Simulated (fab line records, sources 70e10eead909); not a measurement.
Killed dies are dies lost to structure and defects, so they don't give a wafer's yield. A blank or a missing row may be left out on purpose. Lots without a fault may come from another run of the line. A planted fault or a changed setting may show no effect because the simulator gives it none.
fab line records | flow nand_harc
record lots=10 wafers=30 last_day=24
route steps=1159 shown A_CONTACT@914 END@1159
lots that met no fault: from a run of the same line without faults
start_h: hours from the record's first day to the start of the lot's first wafer shown | wait_h: hours since the lot's step before | " the same as in the row above | L1.1+2: a row that stands for several wafers | - no value, or no start given | * or withheld: withheld | < > ~ a bound
route shown NAME@n: a module of which the file shows steps, and the number in the route of the first | usual: mean/standard deviation of fault-free wafers | same: alike in all rows | chamber/n: place in a boat | sites: the reading at each site | _std_site: their standard deviation | _edge_site: outer sites' mean less inner sites' | radius_mm: how far each site lies from the wafer's centre | mask NAME#n: copy n | behind: the tool/chamber that last shaped the wafer | hold: why the lot was held/for how many hours/how that ended | device: the transistor (n, p or np) that didn't switch | end of line: the same wafers' tests at the end of the route | a step without rows: its recipe alone | killed: dies lost to structure and defects at the first sort, not the wafer's yield | map: a wafer's dies, x killed, . not, _ none there
set.NAME: the setting as run; set.NAME@STEP: as run at that earlier step | model.NAME: the simulator's own value behind a step, which no gauge read
steps of the route over a sample of lots; a table a step, a row a wafer
services: from which hour (start_h, from the record's first day; less than 0 if before it) a tool's chamber was out of use, for how many hours, and why
## steps
# step NHARC_A_CONTACT_ETCH_91
# recipe target_depth_a=400 over_etch_frac=0.5 time_s=85.7 ion_energy_ev=120 ch3f_flow_sccm=50 o2_flow_sccm=30 ar_flow_sccm=200 rf_w=500 bias_w=100 chemistry=CH3F/O2
# usual drypump_motor_current_A=5.8/0.44 mfc_ar_sccm=200.0/0.59 o2_flow_sccm=30.00/0.096 oes_product_au=0.95/0.035 rf_vpp_V=244.6/1.9 showerhead_plenum_p_Torr=2.49/0.12 throttle_valve_pct=20.663/0.0094
# same time_s=85.7
# columns lot.wafer tool chamber start_h wait_h drypump_motor_current_A mfc_ar_sccm o2_flow_sccm oes_product_au rf_hours_counter_h rf_vpp_V showerhead_plenum_p_Torr throttle_valve_pct
L290.1 rie_diel-04 3 385.29 0.5 6.0 200.2 29.91 0.92 34 246.4 2.57 20.666
L290.2 " 0 " " 5.9 201.3 29.98 0.93 36 245.1 2.50 20.663
L290.6 " 2 " " 5.6 199.7 30.07 0.93 - 240.4 2.28 20.652
L289.3 rie_diel-01 2 385.98 0.4 5.5 199.3 29.90 0.92 13 242.0 2.31 20.680
L289.1 " 3 " " 5.6 199.7 29.92 0.92 13 244.5 2.56 20.660
L289.4 " 3 " " 5.6 199.1 30.00 0.93 - 245.2 2.56 20.663
L292.2 rie_diel-01 2 391.80 0.5 5.6 200.8 29.97 0.92 14 242.1 2.31 20.655
L292.6 " 2 " " 5.5 200.5 29.84 0.91 - 242.1 2.31 20.665
L292.5 " 3 " " 5.6 199.0 29.92 0.92 - 245.6 2.56 20.673
L288.4 rie_diel-01 1 392.78 0.4 5.7 200.3 29.94 1.00 12 244.7 2.54 20.658
L288.6 " 0 " " 5.3 199.7 29.97 0.92 - 244.1 2.51 20.663
L288.5 " 1 " " 5.7 199.7 29.92 0.99 - 246.2 2.54 20.667
L293.3 rie_diel-03 0 425.23 0.5 5.3 200.0 30.00 1.00 7 246.3 2.66 20.654
L293.6 " 1 " " 6.4 200.6 29.93 1.00 - 240.7 2.30 20.668
L293.5 " 2 " " 6.7 199.9 30.09 1.01 - 245.2 2.42 20.669
L302.1 rie_diel-04 0 479.67 0.5 5.9 200.4 30.10 0.93 1 245.5 2.48 20.655
L302.2 " 1 " " 6.2 200.1 30.06 0.92 1 247.0 2.63 20.659
L302.4 " 2 " " 5.6 199.1 30.03 0.93 1 247.5 2.66 20.656
L307.1 rie_diel-01 1 502.24 0.5 5.7 199.6 29.77 1.01 0 245.9 2.53 20.673
L307.4 " 3 " " 5.6 200.4 29.95 1.00 0 245.8 2.55 20.660
L307.3 " 0 " " 5.3 199.2 30.00 1.00 0 244.0 2.50 20.670
L308.4 rie_diel-04 1 504.87 0.5 6.1 200.0 30.03 0.93 10 245.3 2.63 20.671
L308.3 " 3 " " 6.0 200.4 29.80 0.93 10 245.5 2.55 20.669
L308.1 " 0 " " 6.0 200.0 29.97 0.93 9 243.6 2.48 20.656
L309.4 rie_diel-04 3 514.81 0.4 6.0 200.4 30.15 0.93 14 245.6 2.55 20.660
L309.2 " 1 " " 6.2 199.9 29.91 0.93 14 245.7 2.63 20.671
L309.6 " 0 " " 6.0 200.0 30.13 0.93 - 243.2 2.48 20.655
L310.2 rie_diel-03 2 521.96 0.6 6.7 199.8 30.15 0.94 46 244.4 2.41 20.674
L310.4 " 3 " " 6.4 199.2 30.20 0.93 - 246.1 2.55 20.656
L310.5 " 2 " " 6.7 200.1 29.87 0.93 - 244.2 2.41 20.674
# step NHARC_A_CONTACT_ETCH_106
# recipe target_depth_a=600 overetch_a=60 time_s=33 ion_energy_ev=100 cf4_flow_sccm=80 o2_flow_sccm=20 ar_flow_sccm=0 rf_w=300 bias_w=100 chemistry=CF4/O2
# usual drypump_motor_current_A=5.9/0.44 mfc_ar_sccm=0.009/0.013 o2_flow_sccm=19.99/0.063 oes_o_777_au=1.000/0.0049 oes_product_au=1.000/0.0081 rf_vpp_V=198.2/1.6 showerhead_plenum_p_Torr=1.35/0.065 throttle_valve_pct=13.397/0.0083
# same time_s=33
# columns lot.wafer tool chamber start_h wait_h drypump_motor_current_A mfc_ar_sccm o2_flow_sccm oes_o_777_au oes_product_au rf_hours_counter_h rf_vpp_V showerhead_plenum_p_Torr throttle_valve_pct
L290.2 rie_diel-04 3 385.99 0.2 6.0 0.011 19.89 0.994 0.993 34 200.7 1.39 13.390
L290.1 " 2 " " 5.6 0 19.98 1.001 1.000 34 195.6 1.24 13.409
L290.6 " 0 " " 5.9 0.006 19.86 1.001 0.987 - 198.6 1.36 13.391
L289.3 rie_diel-01 0 386.62 0.1 5.3 0 19.92 1.003 0.993 12 199.7 1.37 13.398
L289.1 " 2 " " 5.6 0.026 19.98 0.995 0.993 13 196.3 1.26 13.400
L289.4 " 3 " " 5.6 0 20.01 1.001 0.996 - 199.0 1.39 13.405
L292.2 rie_diel-01 0 392.33 0.1 5.3 0 19.99 1.005 0.989 14 199.0 1.36 13.396
L292.5 " 1 " " 5.7 0 19.99 0.995 1.008 - 198.1 1.38 13.383
L292.6 " 2 " " 5.6 0.026 19.85 1.000 0.988 - 195.7 1.26 13.403
L288.4 rie_diel-01 2 393.43 0.1 5.5 0.026 19.89 1.000 0.986 14 196.4 1.26 13.390
L288.5 " 1 " " 5.7 0 19.92 1.003 0.994 - 198.5 1.38 13.385
L288.6 " 2 " " 5.6 0.026 19.87 1.004 0.992 - 197.0 1.26 13.419
L293.3 rie_diel-04 0 425.70 0.1 5.9 0.006 20.00 1.001 0.999 54 197.8 1.35 13.390
L293.6 " 3 " " 6.0 0.011 20.01 1.006 0.990 - 199.0 1.39 13.392
L293.5 " 0 " " 5.9 0.006 20.03 1.008 1.011 - 197.8 1.35 13.393
L302.2 rie_diel-01 0 480.17 0.0 5.3 0 19.96 1.001 0.996 33 198.1 1.36 13.387
L302.4 " 1 " " 5.7 0 20.08 1.000 0.997 32 197.6 1.38 13.393
L302.1 " 2 " " 5.5 0.026 20.03 0.997 0.998 31 195.2 1.25 13.404
L307.4 rie_diel-01 2 503.02 0.1 5.5 0.026 20.06 1.000 0.982 1 195.2 1.25 13.397
L307.3 " 3 " " 5.6 0 20.04 1.000 0.993 1 199.4 1.39 13.395
L307.1 " 0 " " 5.3 0 19.95 1.003 1.010 0 199.1 1.36 13.398
L308.1 rie_diel-01 1 505.39 0.1 5.7 0 19.93 0.999 1.024 1 198.9 1.38 13.388
L308.3 " 3 " " 5.6 0 20.04 1.004 1.002 2 197.6 1.39 13.385
L308.4 " 0 " " 5.3 0 20.10 1.007 0.996 1 198.2 1.36 13.399
L309.4 rie_diel-04 1 515.34 0.1 6.2 0 20.04 0.996 1.008 14 198.4 1.43 13.393
L309.2 " 2 " " 5.6 0 20.04 1.004 1.004 15 199.7 1.44 13.393
L309.6 " 1 " " 6.1 0 19.98 0.992 1.011 - 199.4 1.43 13.404
L310.2 rie_diel-03 3 522.56 0.1 6.4 0.044 19.98 0.998 1.005 49 199.7 1.39 13.397
L310.5 " 3 " " 6.4 0.044 20.08 0.997 1.005 - 199.2 1.39 13.408
L310.4 " 1 " " 6.4 0.017 20.01 1.004 1.014 - 197.9 1.24 13.405
# step NHARC_A_CONTACT_DEP_85
# recipe target_thk_a=500 target_thk_nm=50 temp_c=400 pressure_torr=3.5 flow_sccm=200 rf_w=350 material=SiON
# usual heater_power_w=763/96
# columns lot.wafer tool chamber start_h wait_h heater_power_w
L290.1 pecvd-03 0 388.66 1.5 825
L290.2 " 2 " " 829
L290.6 " 1 " " 665
L289.3 pecvd-03 0 390.03 0.6 807
L289.1 " 1 " " 594
L289.4 " 1 " " 602
L292.2 pecvd-03 1 394.24 0.9 672
L292.5 " 2 " " 841
L292.6 " 0 " " 826
L288.6 pecvd-03 2 395.62 0.1 772
L288.5 " 0 " " 839
L288.4 " 1 " " 734
L293.3 pecvd-02 2 427.61 0.7 654
L293.6 " 1 " " 740
L293.5 " 2 " " 649
L302.2 pecvd-02 2 483.99 1.0 581
L302.1 " 1 " " 745
L302.4 " 0 " " 900
L307.1 pecvd-03 1 505.03 1.1 638
L307.3 " 2 " " 714
L307.4 " 2 " " 738
L308.1 pecvd-03 0 507.40 1.1 774
L308.3 " 1 " " 656
L308.4 " 2 " " 749
L309.2 pecvd-03 2 521.43 1.0 761
L309.6 " 1 " " 625
L309.4 " 0 " " 834
L310.2 pecvd-04 2 526.68 0.9 904
L310.5 " 2 " " 878
L310.4 " 1 " " 779
# step NHARC_A_CONTACT_INSPECT_10
# usual raw_defect_count=33/16
# columns lot.wafer tool chamber start_h wait_h raw_defect_count
L290.1 defect_inspect-01 - 389.50 0.0 36
L290.2 " - " " 20
L290.6 " - " " 35
L289.1 defect_inspect-01 - 390.88 0.0 20
L289.3 " - " " 22
L289.4 " - " " 20
L292.2 defect_inspect-02 - 395.08 0.0 19
L292.5 " - " " 19
L292.6 " - " " 23
L288.4 defect_inspect-01 - 396.25 0.0 31
L288.5 " - " " 22
L288.6 " - " " 29
L293.3 defect_inspect-01 - 428.47 0.0 45
L293.5 " - " " 38
L293.6 " - " " 36
L302.1 defect_inspect-02 - 484.71 0.0 41
L302.2 " - " " 799
L302.4 " - " " 35
L307.1 defect_inspect-02 - 505.77 0.0 46
L307.3 " - " " 68
L307.4 " - " " 75
L308.1 defect_inspect-01 - 508.11 0.0 35
L308.3 " - " " 47
L308.4 " - " " 35
L309.2 defect_inspect-02 - 522.27 0.0 65
L309.4 " - " " 67
L309.6 " - " " 69
L310.2 defect_inspect-02 - 527.53 0.0 21
L310.4 " - " " 20
L310.5 " - " " 20
# step NHARC_A_CONTACT_DESCUM_13
# recipe time_s=3 o2_flow_sccm=200 ar_flow_sccm=0 bias_power_w=0 chemistry=O2
# usual drypump_motor_current_A=5.8/0.4 mfc_ar_sccm=0.008/0.012 o2_flow_sccm=200.0/0.59 oes_product_au=0.998/0.0089 rf_vpp_V=57.9/0.87 showerhead_plenum_p_Torr=1.94/0.092 throttle_valve_pct=11.313/0.0081
# same time_s=3
# columns lot.wafer tool chamber start_h wait_h drypump_motor_current_A mfc_ar_sccm o2_flow_sccm oes_product_au rf_hours_counter_h rf_vpp_V showerhead_plenum_p_Torr throttle_valve_pct
L290.1 rie_diel-04 1 389.56 0.1 6.2 0 200.4 0.992 41 58.0 2.06 11.317
L290.2 " 2 " " 5.6 0 199.2 1.008 35 56.9 1.77 11.320
L290.6 " 2 " " 5.6 0 199.9 1.001 - 56.5 1.77 11.301
L289.3 rie_diel-01 0 390.94 0.1 5.3 0 200.1 0.986 13 58.4 1.96 11.309
L289.4 " 1 " " 5.7 0 200.8 0.985 11 57.5 1.98 11.305
L289.1 " 3 " " 5.6 0 200.6 0.991 14 59.2 2.00 11.300
L292.2 rie_diel-01 3 395.16 0.1 5.6 0 200.6 0.988 15 55.9 2.00 11.327
L292.5 " 2 " " 5.6 0.026 199.7 1.004 - 58.2 1.80 11.323
L292.6 " 3 " " 5.6 0 200.7 1.001 - 58.1 2.00 11.323
L288.4 rie_diel-01 3 396.34 0.1 5.6 0 200.0 0.995 16 59.0 2.00 11.319
L288.6 " 0 " " 5.3 0 199.8 1.010 - 57.9 1.96 11.306
L288.5 " 1 " " 5.7 0 199.5 1.007 - 58.3 1.98 11.319
L293.3 rie_diel-03 2 428.54 0.1 6.7 0 200.8 1.010 8 58.0 1.88 11.316
L293.5 " 1 " " 6.4 0.017 200.0 0.987 - 58.9 1.78 11.312
L293.6 " 2 " " 6.7 0 200.1 0.999 - 59.0 1.88 11.324
L302.2 rie_diel-01 1 484.78 0.1 5.7 0 198.9 0.981 33 57.2 1.97 11.308
L302.1 " 2 " " 5.5 0.026 199.1 0.992 32 56.9 1.79 11.314
L302.4 " 3 " " 5.6 0 200.6 0.983 28 57.5 1.99 11.305
L307.3 rie_diel-01 2 505.84 0.1 5.5 0.026 200.1 0.992 2 56.9 1.79 11.307
L307.1 " 0 " " 5.3 0 198.9 1.006 1 58.3 1.95 11.325
L307.4 " 1 " " 5.7 0 200.0 0.995 1 58.8 1.97 11.305
L308.4 rie_diel-03 3 508.17 0.1 6.4 0.044 200.3 1.015 41 59.5 1.99 11.297
L308.3 " 0 " " 5.3 0 199.8 1.013 39 57.8 2.06 11.318
L308.1 " 2 " " 6.8 0 199.7 1.023 39 57.8 1.87 11.317
L309.2 rie_diel-04 0 522.33 0.1 5.9 0.006 201.1 1.004 15 57.8 1.93 11.305
L309.4 " 2 " " 5.6 0 199.7 0.999 17 58.2 2.07 11.328
L309.6 " 1 " " 6.2 0 200.5 1.002 - 59.1 2.05 11.308
L310.2 rie_diel-01 3 527.59 0.1 5.6 0 199.7 0.989 4 58.7 1.99 11.305
L310.4 " 1 " " 5.7 0 199.3 0.998 4 57.1 1.97 11.322
L310.5 " 0 " " 5.3 0 199.6 1.015 - 55.2 1.95 11.324
# step NHARC_END_SORT_01
# recipe temp_c=25
# usual killed_at_array=27/11 killed_at_other=0.8/1.1 killed_at_periphery=2.8/1.9 killed_dies=30/11 killed_open=3.3/1.8 killed_short=2.3/1.5
# same gross_dies=677
# columns lot.wafer tool chamber start_h wait_h killed_at_array killed_at_other killed_at_periphery killed_dies killed_open killed_short
L290.1 prober-02 0 445.42 2.5 37 0 6 43 6 2
L290.2 prober-02 0 446.20 2.8 20 0 5 25 2 0
L290.6 prober-02 0 449.36 3.9 25 0 2 27 1 2
L289.1 prober-01 0 452.87 2.5 15 3 6 24 4 4
L289.3 prober-01 0 454.49 3.1 23 2 4 29 4 3
L289.4 prober-01 0 455.30 3.4 13 0 5 18 6 0
L292.2 prober-02 0 453.94 2.8 16 0 3 19 1 1
L292.5 prober-02 0 456.33 3.7 15 1 2 18 5 0
L292.6 prober-02 0 457.13 4.0 21 1 0 22 2 1
L288.4 prober-01 0 463.09 3.4 20 0 3 23 3 3
L288.5 prober-01 0 463.90 3.7 18 0 1 19 2 1
L288.6 prober-01 0 464.70 4.0 14 0 0 14 1 1
L293.3 prober-02 0 483.36 3.1 35 2 1 38 3 4
L293.5 prober-02 0 484.94 3.7 26 1 3 30 5 1
L293.6 prober-02 0 485.74 4.0 30 2 2 34 4 3
L302.1 prober-01 0 544.50 2.5 28 0 1 29 4 3
L302.2 prober-01 0 545.29 2.8 76 0 4 80 3 2
L302.4 prober-01 0 546.87 3.4 18 0 1 19 1 1
L307.1 prober-01 0 560.25 2.5 33 1 1 35 3 1
L307.3 prober-01 0 561.87 3.1 42 1 0 43 5 2
L307.4 prober-01 0 562.68 3.4 53 0 0 53 3 1
L308.1 prober-02 0 563.46 2.5 28 1 5 34 4 2
L308.3 prober-02 0 565.06 3.1 43 1 2 46 4 4
L308.4 prober-02 0 565.87 3.4 19 0 4 23 5 1
L309.2 prober-01 0 573.28 2.8 50 0 3 53 6 2
L309.4 prober-01 0 574.89 3.4 53 0 2 55 2 1
L309.6 prober-01 0 576.50 4.0 46 0 2 48 5 3
L310.2 prober-02 0 585.37 2.8 20 3 0 23 0 1
L310.4 prober-02 0 586.97 3.4 26 1 1 28 2 4
L310.5 prober-02 0 587.77 3.7 17 0 2 19 2 3
# killed by level:class
L290.1 A_SLIT:chamber_film_flake=13 A_CHANNEL_HOLE_D1:chamber_film_flake=9 P_GATE:chamber_film_flake=4 A_WL_FILL:chamber_film_flake=4 A_CONTACT:chamber_film_flake=3 A_ONON_D1:geometric_particle:open=2 A_CONTACT:geometric_particle:open=2 P_GATE:geometric_particle:short=1
L290.2 A_CHANNEL_HOLE_D1:chamber_film_flake=11 A_SLIT:chamber_film_flake=4 A_WL_FILL:chamber_film_flake=3 P_STI:chamber_film_flake=2 P_GATE:geometric_particle:open=1 P_CONTACT:geometric_particle:open=1 P_GATE:chamber_film_flake=1 A_STAIRCASE:chamber_film_flake=1
L290.6 A_CHANNEL_HOLE_D1:chamber_film_flake=9 A_CONTACT:chamber_film_flake=5 A_SLIT:chamber_film_flake=4 A_STAIRCASE:chamber_film_flake=2 A_WL_FILL:chamber_film_flake=2 A_STAIRCASE:geometric_particle:short=1 A_CONTACT:geometric_particle:open=1 A_M1:geometric_particle:short=1
L289.1 A_WL_FILL:chamber_film_flake=4 A_STAIRCASE:chamber_film_flake=3 P_GATE:chamber_film_flake=2 P_M1:chamber_film_flake=2 THIN_TSV:chamber_film_flake=2 P_GATE:geometric_particle:open=1 A_ONON_D1:geometric_particle:short=1 A_CHANNEL_FILL_D1:geometric_particle:open=1
L292.2 A_SLIT:chamber_film_flake=9 A_CHANNEL_HOLE_D1:chamber_film_flake=3 P_GATE:chamber_film_flake=2 A_CHANNEL_FILL_D1:geometric_particle:open=1 A_SGD_CUT:geometric_particle:short=1 P_STI:chamber_film_flake=1 A_STAIRCASE:chamber_film_flake=1 A_WL_FILL:chamber_film_flake=1
L289.3 A_SLIT:chamber_film_flake=11 A_CHANNEL_HOLE_D1:chamber_film_flake=3 A_CHANNEL_FILL_D1:geometric_particle:open=2 P_STI:chamber_film_flake=2 A_CONTACT:chamber_film_flake=2 THIN_TSV:chamber_film_flake=2 P_STI:geometric_particle:open=1 P_CONTACT:geometric_particle:open=1
L289.4 A_SLIT:chamber_film_flake=4 P_GATE:geometric_particle:open=3 A_CONTACT:chamber_film_flake=3 A_CONTACT:geometric_particle:open=2 P_GATE:chamber_film_flake=2 A_BLC:chamber_film_flake=2 A_M0:geometric_particle:open=1 A_STAIRCASE:chamber_film_flake=1
L292.5 A_SLIT:chamber_film_flake=8 P_CONTACT:geometric_particle:open=1 A_SOURCE_PLATE:geometric_particle:open=1 A_CONTACT:geometric_particle:open=1 A_M0:geometric_particle:open=1 A_M1:geometric_particle:open=1 P_STI:chamber_film_flake=1 A_CHANNEL_HOLE_D1:chamber_film_flake=1
L292.6 A_SLIT:chamber_film_flake=10 A_STAIRCASE:chamber_film_flake=4 A_CHANNEL_HOLE_D1:chamber_film_flake=2 A_SOURCE_PLATE:geometric_particle:short=1 A_CONTACT:geometric_particle:open=1 A_BLC:geometric_particle:open=1 A_WL_FILL:chamber_film_flake=1 A_CONTACT:chamber_film_flake=1
L288.4 A_CHANNEL_HOLE_D1:chamber_film_flake=6 A_STAIRCASE:chamber_film_flake=5 A_CONTACT:chamber_film_flake=4 A_CHANNEL_FILL_D1:geometric_particle:short=2 P_M0:geometric_particle:open=1 A_SOURCE_PLATE:geometric_particle:short=1 A_WL_FILL:geometric_particle:open=1 A_CONTACT:geometric_particle:open=1
L288.5 A_CHANNEL_HOLE_D1:chamber_film_flake=11 A_SLIT:chamber_film_flake=2 A_STAIRCASE:chamber_film_flake=2 P_CONTACT:geometric_particle:open=1 A_CHANNEL_HOLE_D1:geometric_particle:open=1 A_WL_FILL:geometric_particle:short=1 A_ZERO_WELL:chamber_film_flake=1
L288.6 A_CHANNEL_HOLE_D1:chamber_film_flake=9 A_STAIRCASE:chamber_film_flake=2 A_CHANNEL_HOLE_D1:geometric_particle:short=1 A_WL_FILL:geometric_particle:open=1 A_CONTACT:chamber_film_flake=1
L293.3 A_CHANNEL_HOLE_D1:chamber_film_flake=16 A_SLIT:chamber_film_flake=5 A_ONON_D1:geometric_particle:short=2 A_ONON_D1:geometric_particle:open=2 A_ZERO_WELL:chamber_film_flake=2 A_WL_FILL:chamber_film_flake=2 A_CONTACT:chamber_film_flake=2 THIN_TSV:chamber_film_flake=2
L293.5 A_SLIT:chamber_film_flake=10 A_CHANNEL_HOLE_D1:chamber_film_flake=6 A_WL_FILL:chamber_film_flake=4 P_CONTACT:geometric_particle:open=2 A_ONON_D1:geometric_particle:open=2 P_M0:geometric_particle:open=1 A_ONON_D1:geometric_particle:short=1 A_ZERO_WELL:chamber_film_flake=1
L293.6 A_CHANNEL_HOLE_D1:chamber_film_flake=16 A_SLIT:chamber_film_flake=5 A_CONTACT:chamber_film_flake=3 THIN_TSV:chamber_film_flake=2 P_STI:geometric_particle:open=1 P_M1:geometric_particle:open=1 A_ONON_D1:geometric_particle:short=1 A_CHANNEL_FILL_D1:geometric_particle:short=1
L302.1 A_SLIT:chamber_film_flake=6 A_STAIRCASE:chamber_film_flake=6 A_CONTACT:chamber_film_flake=5 A_CHANNEL_HOLE_D1:chamber_film_flake=4 A_SOURCE_PLATE:geometric_particle:short=2 P_M2:geometric_particle:open=1 A_ONON_D1:geometric_particle:short=1 A_WL_FILL:geometric_particle:open=1
L302.2 A_CONTACT:unspecified=47 A_SLIT:chamber_film_flake=17 A_CONTACT:chamber_film_flake=4 A_STAIRCASE:chamber_film_flake=3 A_CHANNEL_HOLE_D1:chamber_film_flake=2 P_M1:geometric_particle:short=1 P_M1:geometric_particle:open=1 P_M2:geometric_particle:open=1
L302.4 A_SLIT:chamber_film_flake=6 A_STAIRCASE:chamber_film_flake=4 A_CONTACT:chamber_film_flake=4 A_CHANNEL_FILL_D1:geometric_particle:short=1 A_CHANNEL_FILL_D1:geometric_particle:open=1 P_ZERO_WELL:chamber_film_flake=1 A_CHANNEL_HOLE_D1:chamber_film_flake=1 A_M1:chamber_film_flake=1
L307.1 A_CHANNEL_HOLE_D1:chamber_film_flake=21 A_SLIT:chamber_film_flake=4 A_CONTACT:chamber_film_flake=3 P_M1:geometric_particle:open=1 A_CHANNEL_HOLE_D1:geometric_particle:short=1 A_CONTACT:geometric_particle:open=1 A_M0:geometric_particle:open=1 A_STAIRCASE:chamber_film_flake=1
L307.3 A_CHANNEL_HOLE_D1:chamber_film_flake=23 A_SLIT:chamber_film_flake=9 A_BLC:geometric_particle:open=2 A_STAIRCASE:chamber_film_flake=2 A_CHANNEL_FILL_D1:geometric_particle:open=1 A_CHANNEL_FILL_D1:geometric_particle:short=1 A_CONTACT:geometric_particle:open=1 A_M0:geometric_particle:open=1
L307.4 A_SLIT:chamber_film_flake=24 A_CHANNEL_HOLE_D1:chamber_film_flake=15 A_STAIRCASE:chamber_film_flake=4 A_M0:chamber_film_flake=4 A_SOURCE_PLATE:geometric_particle:open=1 A_CHANNEL_FILL_D1:geometric_particle:open=1 A_SGD_CUT:geometric_particle:short=1 A_CONTACT:geometric_particle:open=1
L308.1 A_SLIT:chamber_film_flake=14 A_STAIRCASE:chamber_film_flake=7 A_CONTACT:chamber_film_flake=5 P_GATE:geometric_particle:short=1 P_CONTACT:geometric_particle:open=1 P_M0:geometric_particle:open=1 A_ONON_D1:geometric_particle:open=1 A_CONTACT:geometric_particle:open=1
L308.3 A_SLIT:chamber_film_flake=18 A_CONTACT:chamber_film_flake=7 A_STAIRCASE:chamber_film_flake=6 A_CHANNEL_HOLE_D1:chamber_film_flake=4 A_WL_FILL:chamber_film_flake=3 P_M0:geometric_particle:short=1 P_M0:geometric_particle:open=1 A_CHANNEL_FILL_D1:geometric_particle:open=1
L308.4 A_CONTACT:chamber_film_flake=7 A_SLIT:chamber_film_flake=6 A_CHANNEL_HOLE_D1:chamber_film_flake=2 A_STAIRCASE:chamber_film_flake=2 P_GATE:geometric_particle:open=1 P_M0:geometric_particle:open=1 P_M1:geometric_particle:open=1 P_M1:geometric_particle:short=1
L309.2 A_CHANNEL_HOLE_D1:chamber_film_flake=16 A_SLIT:chamber_film_flake=16 A_CONTACT:chamber_film_flake=4 A_STAIRCASE:chamber_film_flake=3 A_M1:chamber_film_flake=3 A_CHANNEL_FILL_D1:geometric_particle:open=2 A_BONDPAD:chamber_film_flake=2 P_GATE:geometric_particle:open=1
L309.4 A_CHANNEL_HOLE_D1:chamber_film_flake=26 A_SLIT:chamber_film_flake=15 A_STAIRCASE:chamber_film_flake=4 A_CONTACT:chamber_film_flake=3 P_M0:geometric_particle:open=1 A_WL_FILL:geometric_particle:short=1 A_WL_FILL:geometric_particle:open=1 P_STI:chamber_film_flake=1
L309.6 A_SLIT:chamber_film_flake=19 A_CHANNEL_HOLE_D1:chamber_film_flake=10 A_CONTACT:chamber_film_flake=4 A_BONDPAD:chamber_film_flake=3 P_GATE:geometric_particle:open=2 A_WL_FILL:geometric_particle:short=2 A_STAIRCASE:chamber_film_flake=2 A_M1:chamber_film_flake=2
L310.2 A_CONTACT:chamber_film_flake=8 A_STAIRCASE:chamber_film_flake=5 A_CHANNEL_HOLE_D1:chamber_film_flake=4 THIN_TSV:chamber_film_flake=3 A_BLC:geometric_particle:short=1 A_SLIT:chamber_film_flake=1 A_WL_FILL:chamber_film_flake=1
L310.4 A_CHANNEL_HOLE_D1:chamber_film_flake=10 A_SLIT:chamber_film_flake=3 A_WL_FILL:chamber_film_flake=3 A_STAIRCASE:chamber_film_flake=2 A_CONTACT:chamber_film_flake=2 P_CONTACT:geometric_particle:open=1 A_ONON_D1:geometric_particle:short=1 A_CHANNEL_HOLE_D1:geometric_particle:short=1
L310.5 A_CHANNEL_HOLE_D1:chamber_film_flake=5 A_STAIRCASE:chamber_film_flake=5 A_CONTACT:chamber_film_flake=3 P_CONTACT:geometric_particle:short=1 P_M0:geometric_particle:open=1 A_CHANNEL_FILL_D1:geometric_particle:short=1 A_WL_FILL:geometric_particle:short=1 A_M1:geometric_particle:open=1
## services
# columns tool chamber start_h hours kind
rie_diel-01 0 372.83 - clean
rie_diel-01 1 372.83 - clean
rie_diel-01 2 372.83 - clean
rie_diel-01 3 372.83 - clean
pecvd-04 - 376.21 13.0 pm
rie_diel-03 - 392.45 9.0 pm
rie_diel-01 0 397.36 - clean
rie_diel-01 1 397.36 - clean
rie_diel-01 2 397.36 - clean
rie_diel-01 3 397.36 - clean
rie_diel-01 0 421.86 - clean
rie_diel-01 1 421.86 - clean
rie_diel-01 2 421.86 - clean
rie_diel-01 3 421.86 - clean
rie_diel-01 3 442.07 24.2 repair
rie_diel-03 0 444.31 9.1 repair
rie_diel-04 3 455.70 2.4 repair
rie_diel-04 - 466.30 9.0 pm
rie_diel-03 2 466.36 3.2 repair
pecvd-03 2 472.87 4.5 repair
pecvd-03 - 473.05 13.0 pm
rie_diel-01 - 491.83 9.0 pm
pecvd-02 - 502.60 68.1 repair
rie_diel-03 0 509.33 26.2 repair
## key
first_sign step=NHARC_A_CONTACT_INSPECT_10 reading=raw_defect_count direction=up sigmas=47 usual=33 struck=799
effect step=NHARC_END_SORT_01 reading=killed_at_array direction=up sigmas=4.5 usual=27 struck=76
more_kills_born_at NHARC_A_CONTACT_DEP_85@pecvd-02=47
met_at NHARC_A_CONTACT_DEP_85
struck_lots L302
struck_wafers L302.2
tester_left_out L302
not_acting_at NHARC_A_CONTACT_ETCH_91,NHARC_A_CONTACT_ETCH_106,NHARC_A_CONTACT_DESCUM_13
onset_between 427.61 483.99
fault kind=chamber_particle_source tool=pecvd-02 chamber=2 onset_h=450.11 steps=NHARC_A_CONTACT_DEP_85 rate_per_visit_cm2=1.1984 end_h=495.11
# tester_left_out: of these lots the tester's yield and bins aren't shown, on N5 and GAA mostly nor the transistor test; their killed dies are dies lost to structure and defects alone, not to doping, threshold or leakage, so they don't give the yield
